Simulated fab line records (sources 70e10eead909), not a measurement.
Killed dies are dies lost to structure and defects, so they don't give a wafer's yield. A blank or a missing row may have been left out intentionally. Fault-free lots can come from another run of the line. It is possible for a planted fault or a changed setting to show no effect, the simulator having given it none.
fab line records	flow nandHarc	part 1 of 2: steps 1 to 25 of 33
record: lots: 5	wafers: 15	lastDay: 23
route steps=1159 shown A_STAIRCASE@633
lots that met no fault: taken from a fault-free run of the same line
startH: the number of hours between the record's first day and the start of the first shown wafer of the lot	waitH: how many hours have passed since the lot's step before this one	" same as the row above	L1.1+2: one row covering several wafers at once	- value missing, or start not given	* or withheld: withheld	< > ~ a bound
route shown NAME@n: NAME is a module with steps in the file, n the number in the route of the first one	usual: mean/standard deviation of fault-free wafers	same: alike in all rows	chamber/n: place in a boat	sites: the reading at each site	_std_site: the values' standard deviation	_edge_site: outer sites' mean less inner sites'	radiusMm: how far each site lies from the wafer's centre	mask NAME#n: copy n	behind: the most recent tool/chamber to have shaped the wafer	hold: why the lot went on hold/how many hours it stayed there/how the hold came to an end	device: whichever transistor did not switch (one of n, p or np)	end of line: at the end of the route, the tests of the same wafers	a step with no rows: only its recipe	killed: dies lost to structure and defects at the first sort, not the wafer's yield	map: dies across one wafer; x = killed, . = not, _ = none there
set.NAME: setting as actually run; set.NAME@STEP: the setting as run at that earlier step	model.NAME: the simulator's own value behind a step, which no gauge read
lots seen at some steps along the route; tables by step, rows by wafer
services: the hour from which a tool's chamber was out of use, counted from the record's first day as startH (under 0 if before that day), plus the number of hours and why
== steps ==
step: NHARC_A_STAIRCASE_STRIP_239
recipe: timeS: 900	tempC: 130	chemistry: SPM
usual: bathHeatDutyPct: 15.1/2.1
same: timeS: 900
lot.wafer	tool	chamber	startH	waitH	bathHeatDutyPct
L075.4	wetBench-06	6	253.67	0.2	18.1
L075.3	"	0	"	"	14.2
L075.2	"	1	"	"	13.2
L077.1	wetBench-07	1	262.44	0.3	19.5
L077.4	"	2	"	"	18.5
L077.6	"	4	"	"	17.5
L081.2	wetBench-02	0	295.95	0.3	16.1
L081.3	"	2	"	"	14.5
L081.5	"	3	"	"	13.1
L092.3	wetBench-02	6	354.05	0.2	13.7
L092.5	"	7	"	"	12.9
L092.6	"	1	"	"	13.5
L094.6	wetBench-02	4	355.13	0.1	14.5
L094.5	"	6	"	"	13.4
L094.2	"	7	"	"	12.7
step: NHARC_A_STAIRCASE_PRECLEAN_240
recipe: timeS: *	tempC: 50	bathAgeMin: 0	chemistry: SC1
usual: bathHeatDutyPct: 7.2/1
same: bathAgeMin: 0	timeS: *
lot.wafer	tool	chamber	startH	waitH	bathHeatDutyPct
L075.4	wetBench-06	6	-	-	9.0
L075.3	"	0	"	"	7.8
L075.2	"	1	"	"	6.1
L077.1	wetBench-07	1	-	-	9.3
L077.4	"	2	"	"	9.0
L077.6	"	4	"	"	8.6
L081.2	wetBench-02	0	-	-	6.6
L081.3	"	2	"	"	8.3
L081.5	"	3	"	"	6.1
L092.3	wetBench-02	6	-	-	7.3
L092.5	"	7	"	"	5.8
L092.6	"	1	"	"	7.2
L094.6	wetBench-02	4	-	-	7.2
L094.5	"	6	"	"	7.7
L094.2	"	7	"	"	6.7
step: NHARC_A_STAIRCASE_SRD_241
lot.wafer	tool	chamber	startH	waitH
L075.4+3+2	wetBench-06	6,0,1	-	-
L077.1+4+6	wetBench-07	1,2,4	-	-
L081.2+3+5	wetBench-02	0,2,3	-	-
L092.3+5+6	wetBench-02	6,7,1	-	-
L094.6+5+2	wetBench-02	4,6,7	-	-
step: NHARC_A_STAIRCASE_DEHYDRATE_242
recipe: tempC: 150	timeS: 120
usual: chillPlateTempC: 22.98/0.093
same: timeS: 120
lot.wafer	tool	chamber	startH	waitH	chillPlateTempC
L075.2	lithoTrack-07	0	254.13	-	23.08
L075.3	"	0	"	"	22.96
L075.4	"	0	"	"	22.93
L077.1	lithoTrack-02	0	262.91	-	22.95
L077.4	"	0	"	"	22.94
L077.6	"	0	"	"	22.93
L081.2	lithoTrack-02	0	296.39	-	22.93
L081.3	"	0	"	"	22.83
L081.5	"	0	"	"	22.82
L092.3	lithoTrack-02	0	354.52	-	22.88
L092.5	"	0	"	"	23.13
L092.6	"	0	"	"	23.01
L094.2	lithoTrack-07	0	355.58	-	23.00
L094.5	"	0	"	"	23.04
L094.6	"	0	"	"	22.86
step: NHARC_A_STAIRCASE_HMDS_243
recipe: timeS: 30
usual: chillPlateTempC: 23.01/0.1
same: timeS: 30
lot.wafer	tool	chamber	startH	waitH	chillPlateTempC
L075.2	lithoTrack-07	0	-	-	22.75
L075.3	"	0	"	"	23.02
L075.4	"	0	"	"	23.11
L077.1	lithoTrack-02	0	-	-	23.02
L077.4	"	0	"	"	23.03
L077.6	"	0	"	"	23.03
L081.2	lithoTrack-02	0	-	-	22.97
L081.3	"	0	"	"	22.95
L081.5	"	0	"	"	23.11
L092.3	lithoTrack-02	0	-	-	22.99
L092.5	"	0	"	"	23.00
L092.6	"	0	"	"	22.86
L094.2	lithoTrack-07	0	-	-	22.97
L094.5	"	0	"	"	22.92
L094.6	"	0	"	"	22.98
step: NHARC_A_STAIRCASE_COAT_244
recipe: spinRpm: 1200
usual: chillPlateTempC: 23.00/0.11
lot.wafer	tool	chamber	startH	waitH	chillPlateTempC
L075.2	lithoTrack-07	0	-	-	22.98
L075.3	"	0	"	"	22.94
L075.4	"	0	"	"	22.96
L077.1	lithoTrack-02	0	-	-	23.01
L077.4	"	0	"	"	23.02
L077.6	"	0	"	"	22.95
L081.2	lithoTrack-02	0	-	-	22.76
L081.3	"	0	"	"	22.96
L081.5	"	0	"	"	22.95
L092.3	lithoTrack-02	0	-	-	23.03
L092.5	"	0	"	"	22.96
L092.6	"	0	"	"	23.11
L094.2	lithoTrack-07	0	-	-	23.00
L094.5	"	0	"	"	22.85
L094.6	"	0	"	"	22.98
step: NHARC_A_STAIRCASE_SOFTBAKE_245
recipe: tempC: 135	timeS: 170
usual: chillPlateTempC: 23.00/0.089
same: timeS: 170
lot.wafer	tool	chamber	startH	waitH	chillPlateTempC
L075.2	lithoTrack-07	0	-	-	22.95
L075.3	"	0	"	"	22.84
L075.4	"	0	"	"	22.92
L077.1	lithoTrack-02	0	-	-	23.13
L077.4	"	0	"	"	23.03
L077.6	"	0	"	"	22.73
L081.2	lithoTrack-02	0	-	-	22.89
L081.3	"	0	"	"	23.00
L081.5	"	0	"	"	23.03
L092.3	lithoTrack-02	0	-	-	23.00
L092.5	"	0	"	"	23.17
L092.6	"	0	"	"	22.86
L094.2	lithoTrack-07	0	-	-	22.99
L094.5	"	0	"	"	23.02
L094.6	"	0	"	"	22.93
step: NHARC_A_STAIRCASE_EBR_246
usual: chillPlateTempC: 22.99/0.11
lot.wafer	tool	chamber	startH	waitH	chillPlateTempC
L075.2	lithoTrack-07	0	-	-	22.84
L075.3	"	0	"	"	22.98
L075.4	"	0	"	"	22.91
L077.1	lithoTrack-02	0	-	-	23.18
L077.4	"	0	"	"	23.00
L077.6	"	0	"	"	22.88
L081.2	lithoTrack-02	0	-	-	22.86
L081.3	"	0	"	"	22.87
L081.5	"	0	"	"	22.97
L092.3	lithoTrack-02	0	-	-	22.98
L092.5	"	0	"	"	22.90
L092.6	"	0	"	"	22.92
L094.2	lithoTrack-07	0	-	-	22.93
L094.5	"	0	"	"	22.85
L094.6	"	0	"	"	23.06
step: NHARC_A_STAIRCASE_EXPOSE_247
recipe: na: 0.5	doseMj: 25.34	maskId: SDS_1
usual: focusOffsetNm: 0.1/0.55
lot.wafer	tool	chamber	startH	waitH	mask	focusOffsetNm
L075.2	krfScanner-03	0	254.46	-	SDS_1#0	-0.2
L075.3	"	0	"	"	SDS_1#0	-0.1
L075.4	"	0	"	"	SDS_1#0	0.0
L077.1	krfScanner-04	0	263.11	-	SDS_1#0	-0.1
L077.4	"	0	"	"	SDS_1#0	-0.2
L077.6	"	0	"	"	SDS_1#0	0.2
L081.2	krfScanner-04	0	296.72	-	SDS_1#0	0.6
L081.3	"	0	"	"	SDS_1#0	0.0
L081.5	"	0	"	"	SDS_1#0	0.5
L092.3	krfScanner-04	0	354.87	-	SDS_1#0	1.1
L092.5	"	0	"	"	SDS_1#0	0.6
L092.6	"	0	"	"	SDS_1#0	0.6
L094.2	krfScanner-03	0	355.93	-	SDS_1#0	-0.7
L094.5	"	0	"	"	SDS_1#0	-0.4
L094.6	"	0	"	"	SDS_1#0	0.1
step: NHARC_A_STAIRCASE_PEB_248
recipe: pebTempC: 115	pebTimeS: 130
usual: chillPlateTempC: 22.97/0.1
same: pebTimeS: 130
lot.wafer	tool	chamber	startH	waitH	chillPlateTempC
L075.2	lithoTrack-02	0	254.52	0.1	22.90
L075.3	"	0	"	"	23.01
L075.4	"	0	"	"	22.95
L077.1	lithoTrack-03	0	263.18	0.1	22.87
L077.4	"	0	"	"	22.89
L077.6	"	0	"	"	22.87
L081.2	lithoTrack-02	0	296.79	0.1	22.92
L081.3	"	0	"	"	22.92
L081.5	"	0	"	"	23.03
L092.3	lithoTrack-07	0	354.92	0.1	22.93
L092.5	"	0	"	"	22.81
L092.6	"	0	"	"	22.89
L094.2	lithoTrack-03	0	355.99	0.1	22.97
L094.5	"	0	"	"	22.82
L094.6	"	0	"	"	22.99
step: NHARC_A_STAIRCASE_DEVELOP_249
recipe: timeS: 140
usual: chillPlateTempC: 23.01/0.11
same: timeS: 140
lot.wafer	tool	chamber	startH	waitH	chillPlateTempC
L075.2	lithoTrack-02	0	-	-	23.02
L075.3	"	0	"	"	23.43
L075.4	"	0	"	"	23.20
L077.1	lithoTrack-03	0	-	-	23.01
L077.4	"	0	"	"	23.07
L077.6	"	0	"	"	22.93
L081.2	lithoTrack-02	0	-	-	22.92
L081.3	"	0	"	"	22.89
L081.5	"	0	"	"	22.96
L092.3	lithoTrack-07	0	-	-	22.91
L092.5	"	0	"	"	22.99
L092.6	"	0	"	"	23.10
L094.2	lithoTrack-03	0	-	-	22.98
L094.5	"	0	"	"	22.96
L094.6	"	0	"	"	23.24
step: NHARC_A_STAIRCASE_HARDBAKE_251
recipe: tempC: 120	timeS: 140
usual: chillPlateTempC: 22.98/0.11
same: timeS: 140
lot.wafer	tool	chamber	startH	waitH	chillPlateTempC
L075.2	lithoTrack-07	0	254.75	-	22.84
L075.3	"	0	"	"	22.98
L075.4	"	0	"	"	22.97
L077.1	lithoTrack-02	0	263.40	-	22.81
L077.4	"	0	"	"	22.95
L077.6	"	0	"	"	23.01
L081.2	lithoTrack-02	0	297.01	-	23.05
L081.3	"	0	"	"	22.95
L081.5	"	0	"	"	23.02
L092.3	lithoTrack-07	0	355.15	-	22.87
L092.5	"	0	"	"	23.06
L092.6	"	0	"	"	22.99
L094.2	lithoTrack-03	0	356.21	-	23.07
L094.5	"	0	"	"	23.08
L094.6	"	0	"	"	23.18
step: NHARC_A_STAIRCASE_DESCUM_252
recipe: timeS: 3	o2FlowSccm: 200	arFlowSccm: 0	biasPowerW: 0	chemistry: O2
usual: drypumpMotorCurrentA: 6.0/0.47	mfcArSccm: 0.006/0.0088	oesProductAu: 0.999/0.0089	rfVppV: 57.6/0.83	showerheadPlenumPTorr: 1.86/0.057	throttleValvePct: 11.312/0.0097
same: timeS: 3
lot.wafer	tool	chamber	startH	waitH	drypumpMotorCurrentA	mfcArSccm	oesProductAu	rfHoursCounterH	rfVppV	showerheadPlenumPTorr	throttleValvePct
L075.4	rieDiel-10	0	254.88	-	5.7	0.014	1.006	19	59.1	1.84	11.303
L075.3	"	1	"	"	5.4	0.016	1.006	27	58.7	2.01	11.320
L075.2	"	2	"	"	5.0	0.017	0.998	27	58.3	1.85	11.319
L077.4	rieDiel-09	0	263.49	-	5.6	0	0.995	0	58.2	1.93	11.313
L077.1	"	1	"	"	6.2	0	1.001	0	57.4	1.84	11.309
L077.6	"	1	"	"	6.2	0	1.002	-	57.4	1.84	11.313
L081.3	rieDiel-13	0	297.11	-	5.7	0.014	0.997	5	58.6	1.91	11.309
L081.2	"	2	"	"	5.9	0.027	1.004	5	57.0	1.82	11.319
L081.5	"	3	"	"	6.2	0	1.000	-	57.4	1.88	11.325
L092.3	rieDiel-09	3	355.25	-	6.6	0	0.992	36	57.7	1.79	11.315
L092.6	"	1	"	"	6.2	0	1.008	-	57.5	1.83	11.317
L092.5	"	2	"	"	6.5	0	0.991	-	56.8	1.80	11.319
L094.2	rieDiel-09	3	356.45	-	6.7	0	0.998	37	56.7	1.79	11.312
L094.5	"	1	"	"	6.2	0	0.999	-	57.8	1.83	11.305
L094.6	"	2	"	"	6.5	0	0.976	-	55.7	1.80	11.316
step: NHARC_A_STAIRCASE_ETCH_253
recipe: targetDepthA: 500	timeS: 20.2	ionEnergyEv: 400	c4f8FlowSccm: 20	o2FlowSccm: 10	arFlowSccm: withheld	rfW: 600	biasW: 1000	chemistry: C4F8/O2
usual: oesProductAu: 0.950/0.02	rfVppV: 893/3.7
same: timeS: 20.2
lot.wafer	tool	chamber	startH	waitH	oesProductAu	rfHoursCounterH	rfVppV
L075.2	rieDiel-10	3	255.11	0.2	0.938	28	895
L075.4	"	0	"	"	0.931	19	892
L075.3	"	1	"	"	0.934	27	904
L077.4	rieDiel-09	1	263.58	0.1	0.957	0	889
L077.1	"	3	"	"	0.999	0	888
L077.6	"	1	"	"	0.967	-	893
L081.3	rieDiel-13	0	297.19	0.1	0.954	5	895
L081.2	"	3	"	"	0.948	6	894
L081.5	"	0	"	"	0.951	-	897
L092.3	rieDiel-09	3	355.32	0.1	0.989	36	889
L092.5	"	3	"	"	0.985	-	887
L092.6	"	0	"	"	0.962	-	897
L094.2	rieDiel-09	3	356.67	0.2	0.940	37	890
L094.5	"	0	"	"	0.938	-	896
L094.6	"	1	"	"	0.934	-	893
step: NHARC_A_STAIRCASE_STRIP_254
recipe: powerW: 1500	tempC: 250	chemistry: O2
usual: drypumpMotorCurrentA: 6.1/0.36	heaterPowerW: 313/20
lot.wafer	tool	chamber	startH	waitH	drypumpMotorCurrentA	heaterPowerW	rfHoursCounterH
L075.2	plasmaAsher-01	1	255.19	-	6.2	333	48
L075.3	"	1	"	"	6.3	335	-
L075.4	"	0	"	"	6.4	313	-
L077.1	plasmaAsher-01	1	263.66	-	6.2	340	51
L077.4	"	1	"	"	6.2	325	-
L077.6	"	0	"	"	6.4	326	-
L081.2	plasmaAsher-02	1	297.32	-	5.3	305	34
L081.3	"	1	"	"	5.3	307	-
L081.5	"	1	"	"	5.3	307	-
L092.3	plasmaAsher-02	0	355.55	-	6.1	315	-
L092.5	"	1	"	"	5.3	311	-
L092.6	"	0	"	"	6.1	312	-
L094.2	plasmaAsher-01	1	356.79	-	6.2	341	24
L094.6	"	0	"	"	6.3	295	-
L094.5	"	1	"	"	6.2	334	-
step: NHARC_A_STAIRCASE_STRIP_255
recipe: timeS: 900	tempC: 130	chemistry: SPM
usual: bathHeatDutyPct: 15.0/2
same: timeS: 900
lot.wafer	tool	chamber	startH	waitH	bathHeatDutyPct
L075.4	wetBench-02	7	255.55	0.2	11.2
L075.3	"	1	"	"	13.9
L075.2	"	3	"	"	12.5
L077.6	wetBench-07	4	264.02	0.1	16.5
L077.4	"	6	"	"	11.3
L077.1	"	7	"	"	13.7
L081.2	wetBench-07	0	297.64	0.3	13.8
L081.3	"	1	"	"	20.2
L081.5	"	2	"	"	18.5
L092.5	wetBench-02	3	355.77	0.1	13.2
L092.3	"	5	"	"	13.5
L092.6	"	6	"	"	14.0
L094.6	wetBench-06	6	357.13	0.2	20.1
L094.5	"	7	"	"	16.0
L094.2	"	1	"	"	13.8
step: NHARC_A_STAIRCASE_PRECLEAN_256
recipe: timeS: *	tempC: 50	bathAgeMin: 0	chemistry: SC1
usual: bathHeatDutyPct: 7.2/1
same: bathAgeMin: 0	timeS: *
lot.wafer	tool	chamber	startH	waitH	bathHeatDutyPct
L075.4	wetBench-02	7	-	-	5.4
L075.3	"	1	"	"	6.9
L075.2	"	3	"	"	6.9
L077.6	wetBench-07	4	-	-	7.9
L077.4	"	6	"	"	6.2
L077.1	"	7	"	"	7.2
L081.2	wetBench-07	0	-	-	6.4
L081.3	"	1	"	"	8.3
L081.5	"	2	"	"	8.6
L092.5	wetBench-02	3	-	-	6.7
L092.3	"	5	"	"	5.3
L092.6	"	6	"	"	6.8
L094.6	wetBench-06	6	-	-	9.0
L094.5	"	7	"	"	6.8
L094.2	"	1	"	"	6.6
step: NHARC_A_STAIRCASE_SRD_257
lot.wafer	tool	chamber	startH	waitH
L075.4+3+2	wetBench-02	7,1,3	-	-
L077.6+4+1	wetBench-07	4,6,7	-	-
L081.2+3+5	wetBench-07	0,1,2	-	-
L092.5+3+6	wetBench-02	3,5,6	-	-
L094.6+5+2	wetBench-06	6,7,1	-	-
step: NHARC_A_STAIRCASE_HM_DEP_456
recipe: targetThkA: 15000	tempC: 400	material: aC
usual: throttleValvePct: 35.002/0.0094
lot.wafer	tool	chamber	startH	waitH	throttleValvePct
L075.2	aclDep-03	0	257.46	-	34.990
L075.3	"	0	"	"	35.008
L075.4	"	0	"	"	35.007
L077.1	aclDep-02	0	264.96	-	34.987
L077.4	"	0	"	"	35.005
L077.6	"	0	"	"	34.994
L081.2	aclDep-02	0	301.54	-	35.003
L081.3	"	0	"	"	34.990
L081.5	"	0	"	"	34.988
L092.3	aclDep-01	0	358.01	-	34.990
L092.5	"	0	"	"	34.993
L092.6	"	0	"	"	34.993
L094.2	aclDep-01	0	359.53	-	34.996
L094.5	"	0	"	"	34.985
L094.6	"	0	"	"	35.003
step: NHARC_A_STAIRCASE_DEP_259
recipe: targetThkA: 300	targetThkNm: 30	tempC: 400	pressureTorr: 3.5	flowSccm: 200	rfW: 350	material: SiON
usual: heaterPowerW: 805/95
lot.wafer	tool	chamber	startH	waitH	heaterPowerW
L075.3	pecvd-02	2	259.03	1.0	695
L075.2	"	0	"	"	799
L075.4	"	1	"	"	996
L077.1	pecvd-02	0	266.84	1.6	781
L077.6	"	2	"	"	838
L077.4	"	1	"	"	936
L081.3	pecvd-04	2	303.09	0.9	651
L081.2	"	0	"	"	817
L081.5	"	0	"	"	826
L092.3	pecvd-01	1	359.24	0.9	825
L092.6	"	1	"	"	860
L092.5	"	2	"	"	693
L094.2	pecvd-01	2	361.14	1.3	690
L094.5	"	0	"	"	842
L094.6	"	1	"	"	742
step: NHARC_A_STAIRCASE_DEHYDRATE_281
recipe: tempC: 150	timeS: 120
usual: chillPlateTempC: 23.01/0.097
same: timeS: 120
lot.wafer	tool	chamber	startH	waitH	chillPlateTempC
L075.2	lithoTrack-07	0	259.27	0.2	22.99
L075.3	"	0	"	"	23.18
L075.4	"	0	"	"	23.13
L077.1	lithoTrack-07	0	267.08	0.2	23.08
L077.4	"	0	"	"	23.02
L077.6	"	0	"	"	22.87
L081.2	lithoTrack-03	0	303.36	0.2	23.04
L081.3	"	0	"	"	22.81
L081.5	"	0	"	"	22.94
L092.3	lithoTrack-07	0	359.52	0.2	22.92
L092.5	"	0	"	"	22.98
L092.6	"	0	"	"	23.13
L094.2	lithoTrack-07	0	361.35	0.2	23.04
L094.5	"	0	"	"	23.04
L094.6	"	0	"	"	22.89
step: NHARC_A_STAIRCASE_HMDS_282
recipe: timeS: 30
usual: chillPlateTempC: 23.00/0.099
same: timeS: 30
lot.wafer	tool	chamber	startH	waitH	chillPlateTempC
L075.2	lithoTrack-07	0	-	-	23.02
L075.3	"	0	"	"	23.06
L075.4	"	0	"	"	22.97
L077.1	lithoTrack-07	0	-	-	22.98
L077.4	"	0	"	"	23.10
L077.6	"	0	"	"	23.11
L081.2	lithoTrack-03	0	-	-	22.77
L081.3	"	0	"	"	22.89
L081.5	"	0	"	"	22.93
L092.3	lithoTrack-07	0	-	-	23.09
L092.5	"	0	"	"	23.13
L092.6	"	0	"	"	22.94
L094.2	lithoTrack-07	0	-	-	23.00
L094.5	"	0	"	"	22.89
L094.6	"	0	"	"	23.06
step: NHARC_A_STAIRCASE_COAT_283
recipe: spinRpm: 1200
usual: chillPlateTempC: 23.02/0.11
lot.wafer	tool	chamber	startH	waitH	chillPlateTempC
L075.2	lithoTrack-07	0	-	-	23.19
L075.3	"	0	"	"	23.02
L075.4	"	0	"	"	23.08
L077.1	lithoTrack-07	0	-	-	23.04
L077.4	"	0	"	"	22.95
L077.6	"	0	"	"	23.00
L081.2	lithoTrack-03	0	-	-	23.09
L081.3	"	0	"	"	22.81
L081.5	"	0	"	"	22.96
L092.3	lithoTrack-07	0	-	-	23.21
L092.5	"	0	"	"	23.20
L092.6	"	0	"	"	23.28
L094.2	lithoTrack-07	0	-	-	23.02
L094.5	"	0	"	"	22.77
L094.6	"	0	"	"	23.03
step: NHARC_A_STAIRCASE_SOFTBAKE_284
recipe: tempC: 135	timeS: 170
usual: chillPlateTempC: 23.00/0.11
same: timeS: 170
lot.wafer	tool	chamber	startH	waitH	chillPlateTempC
L075.2	lithoTrack-07	0	-	-	23.04
L075.3	"	0	"	"	23.02
L075.4	"	0	"	"	23.07
L077.1	lithoTrack-07	0	-	-	23.19
L077.4	"	0	"	"	23.28
L077.6	"	0	"	"	22.98
L081.2	lithoTrack-03	0	-	-	22.94
L081.3	"	0	"	"	22.93
L081.5	"	0	"	"	22.96
L092.3	lithoTrack-07	0	-	-	23.13
L092.5	"	0	"	"	23.06
L092.6	"	0	"	"	22.99
L094.2	lithoTrack-07	0	-	-	23.04
L094.5	"	0	"	"	23.19
L094.6	"	0	"	"	22.99
step: NHARC_A_STAIRCASE_EBR_285
usual: chillPlateTempC: 22.99/0.099
lot.wafer	tool	chamber	startH	waitH	chillPlateTempC
L075.2	lithoTrack-07	0	-	-	22.98
L075.3	"	0	"	"	23.12
L075.4	"	0	"	"	22.96
L077.1	lithoTrack-07	0	-	-	23.16
L077.4	"	0	"	"	23.17
L077.6	"	0	"	"	22.97
L081.2	lithoTrack-03	0	-	-	23.00
L081.3	"	0	"	"	22.97
L081.5	"	0	"	"	23.03
L092.3	lithoTrack-07	0	-	-	23.03
L092.5	"	0	"	"	22.99
L092.6	"	0	"	"	23.05
L094.2	lithoTrack-07	0	-	-	23.07
L094.5	"	0	"	"	22.94
L094.6	"	0	"	"	22.97
